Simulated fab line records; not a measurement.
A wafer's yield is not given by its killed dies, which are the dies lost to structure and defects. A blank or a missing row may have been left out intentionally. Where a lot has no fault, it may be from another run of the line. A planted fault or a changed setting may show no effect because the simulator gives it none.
Chamber matching || flow n5-finfet || 4 sister chambers for N5_HKMG_FIN_ETCH_31 on rie-diel-03
The step etches SiARC in CF4, target depth 45.5 nm, time 75.8 s. 14 wafers are shown with their chamber, then 7 later ones without.

## WAFERS WITH THEIR CHAMBER
{"wafer": "L074.2", "chamber": 2, "drypump-motor-current-A (A)": 4.8, "showerhead-plenum-p-Torr (Torr)": 2.10, "throttle-valve-pct (%)": 15.62}
{"wafer": "L074.3", "chamber": 1, "drypump-motor-current-A (A)": 6.6, "showerhead-plenum-p-Torr (Torr)": 2.05, "throttle-valve-pct (%)": 15.81}
{"wafer": "L074.4", "chamber": 2, "drypump-motor-current-A (A)": 4.8, "showerhead-plenum-p-Torr (Torr)": 2.10, "throttle-valve-pct (%)": 15.63}
{"wafer": "L076.1", "chamber": 1, "drypump-motor-current-A (A)": 6.5, "showerhead-plenum-p-Torr (Torr)": 2.05, "throttle-valve-pct (%)": 15.85}
{"wafer": "L076.2", "chamber": 3, "drypump-motor-current-A (A)": 6.5, "showerhead-plenum-p-Torr (Torr)": 2.03, "throttle-valve-pct (%)": 15.79}
{"wafer": "L076.5", "chamber": 1, "drypump-motor-current-A (A)": 6.5, "showerhead-plenum-p-Torr (Torr)": 2.05, "throttle-valve-pct (%)": 15.84}
{"wafer": "L079.1", "chamber": 2, "drypump-motor-current-A (A)": 4.8, "showerhead-plenum-p-Torr (Torr)": 2.10, "throttle-valve-pct (%)": 15.12}
{"wafer": "L079.4", "chamber": 2, "drypump-motor-current-A (A)": 4.8, "showerhead-plenum-p-Torr (Torr)": 2.10, "throttle-valve-pct (%)": 15.13}
{"wafer": "L079.6", "chamber": 0, "drypump-motor-current-A (A)": 5.0, "showerhead-plenum-p-Torr (Torr)": 2.19, "throttle-valve-pct (%)": 15.64}
{"wafer": "L080.2", "chamber": 0, "drypump-motor-current-A (A)": 5.0, "showerhead-plenum-p-Torr (Torr)": 2.19, "throttle-valve-pct (%)": 15.64}
{"wafer": "L080.4", "chamber": 2, "drypump-motor-current-A (A)": 4.8, "showerhead-plenum-p-Torr (Torr)": 2.10, "throttle-valve-pct (%)": 15.10}
{"wafer": "L080.5", "chamber": 0, "drypump-motor-current-A (A)": 5.0, "showerhead-plenum-p-Torr (Torr)": 2.19, "throttle-valve-pct (%)": 15.66}
{"wafer": "L081.1", "chamber": 3, "drypump-motor-current-A (A)": 6.5, "showerhead-plenum-p-Torr (Torr)": 2.28, "throttle-valve-pct (%)": 15.23}
{"wafer": "L081.2", "chamber": 0, "drypump-motor-current-A (A)": 5.0, "showerhead-plenum-p-Torr (Torr)": 2.19, "throttle-valve-pct (%)": 15.66}

SIGNATURES, as means of the wafers listed above
{"reading": "drypump-motor-current-A", "chamber 0": 5.000, "chamber 1": 6.533, "chamber 2": 4.800, "chamber 3": 6.500, "scatter within a chamber": 0.0258}
{"reading": "showerhead-plenum-p-Torr", "chamber 0": 2.1900, "chamber 1": 2.0500, "chamber 2": 2.1000, "chamber 3": 2.1550, "scatter within a chamber": 0.0559}
{"reading": "throttle-valve-pct", "chamber 0": 15.6500, "chamber 1": 15.8333, "chamber 2": 15.3200, "chamber 3": 15.5100, "scatter within a chamber": 0.216}
Rule: a wafer lies at a distance from a chamber equal to the root of the sum of squares, over the readings, of (its reading less the chamber's mean, divided by the reading's scatter). The wafer belongs to the nearest chamber; if the next one is less than 2 further off, it can't be placed. The scatter is the square root of a quotient: the sum, over the shown wafers, of each reading's squared deviation from its chamber's mean, divided by wafers minus chambers.

## WAFERS MISSING THEIR CHAMBER
{"wafer": "L081.3", "drypump-motor-current-A (A)": 6.5, "showerhead-plenum-p-Torr (Torr)": 2.04, "throttle-valve-pct (%)": 15.86}
{"wafer": "L083.2", "drypump-motor-current-A (A)": 5.0, "showerhead-plenum-p-Torr (Torr)": 2.19, "throttle-valve-pct (%)": 15.66}
{"wafer": "L083.5", "drypump-motor-current-A (A)": 6.5, "showerhead-plenum-p-Torr (Torr)": 2.28, "throttle-valve-pct (%)": 15.27}
{"wafer": "L083.6", "drypump-motor-current-A (A)": 4.8, "showerhead-plenum-p-Torr (Torr)": 2.10, "throttle-valve-pct (%)": 15.14}
{"wafer": "L084.3", "drypump-motor-current-A (A)": 4.8, "showerhead-plenum-p-Torr (Torr)": 2.10, "throttle-valve-pct (%)": 15.14}
{"wafer": "L084.5", "drypump-motor-current-A (A)": 5.0, "showerhead-plenum-p-Torr (Torr)": 2.19, "throttle-valve-pct (%)": 15.67}
{"wafer": "L084.6", "drypump-motor-current-A (A)": 6.5, "showerhead-plenum-p-Torr (Torr)": 2.28, "throttle-valve-pct (%)": 15.26}

## WHICH CHAMBER EACH WENT THROUGH
{"wafer": "L081.3", "from the rows above": "can't be placed: 1 or 3", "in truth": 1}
{"wafer": "L083.2", "from the rows above": 0, "in truth": 0}
{"wafer": "L083.5", "from the rows above": 3, "in truth": 3}
{"wafer": "L083.6", "from the rows above": 2, "in truth": 2}
{"wafer": "L084.3", "from the rows above": 2, "in truth": 2}
{"wafer": "L084.5", "from the rows above": 0, "in truth": 0}
{"wafer": "L084.6", "from the rows above": 3, "in truth": 3}
6 of 7 placed correctly. These rows do not allow placing 1 (true chamber among the candidates in 1). Number placed wrongly: 0.
